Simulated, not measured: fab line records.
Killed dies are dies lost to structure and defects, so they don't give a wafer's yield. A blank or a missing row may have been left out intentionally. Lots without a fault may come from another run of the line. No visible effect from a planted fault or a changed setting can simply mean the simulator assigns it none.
Matching of chambers || flow nand harc || NHARC_A_M0_DEP_32 on pecvd-02 has 3 sister chambers
The step deposits SiCN, target thk 30 nm. 3 wafers are shown with their chamber, then 7 later ones without.

WAFERS, EACH WITH ITS CHAMBER
{"wafer": "L078.6", "chamber": 1, "heater power w (W)": 642}
{"wafer": "L084.4", "chamber": 2, "heater power w (W)": 795}
{"wafer": "L084.5", "chamber": 0, "heater power w (W)": 480}

WAFERS MISSING THEIR CHAMBER
{"wafer": "L084.6", "heater power w (W)": 535}
{"wafer": "L088.1", "heater power w (W)": 642}
{"wafer": "L088.5", "heater power w (W)": 636}
{"wafer": "L088.6", "heater power w (W)": 751}
{"wafer": "L095.2", "heater power w (W)": 606}
{"wafer": "L095.4", "heater power w (W)": 507}
{"wafer": "L095.5", "heater power w (W)": 678}

WHICH CHAMBER EACH ONE RAN IN
{"wafer": "L084.6", "from the rows above": "can't be placed: 0 or 1", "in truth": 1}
{"wafer": "L088.1", "from the rows above": 1, "in truth": 1}
{"wafer": "L088.5", "from the rows above": 1, "in truth": 1}
{"wafer": "L088.6", "from the rows above": "can't be placed: 2 or 1", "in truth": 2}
{"wafer": "L095.2", "from the rows above": 1, "in truth": 1}
{"wafer": "L095.4", "from the rows above": 0, "in truth": 0}
{"wafer": "L095.5", "from the rows above": 1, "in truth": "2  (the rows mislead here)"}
Placed correctly: 4 of 7. Cannot be placed on the basis of these rows: 2; the candidates contain the true chamber in 2. Number placed wrongly: 1.
How it was worked out, from the rows above alone: a wafer's distance from a chamber is the root of the sum, over the readings, of the square of ((its reading less the chamber's mean) divided by the reading's scatter). If the next closest chamber is less than 2 further off than the closest, the wafer can't be placed; otherwise it belongs to the closest. For every chamber, the mean is computed from those of its wafers that are shown. The scatter: root of mean squared gap, hidden wafer to nearest shown wafer, with one shown wafer a chamber.
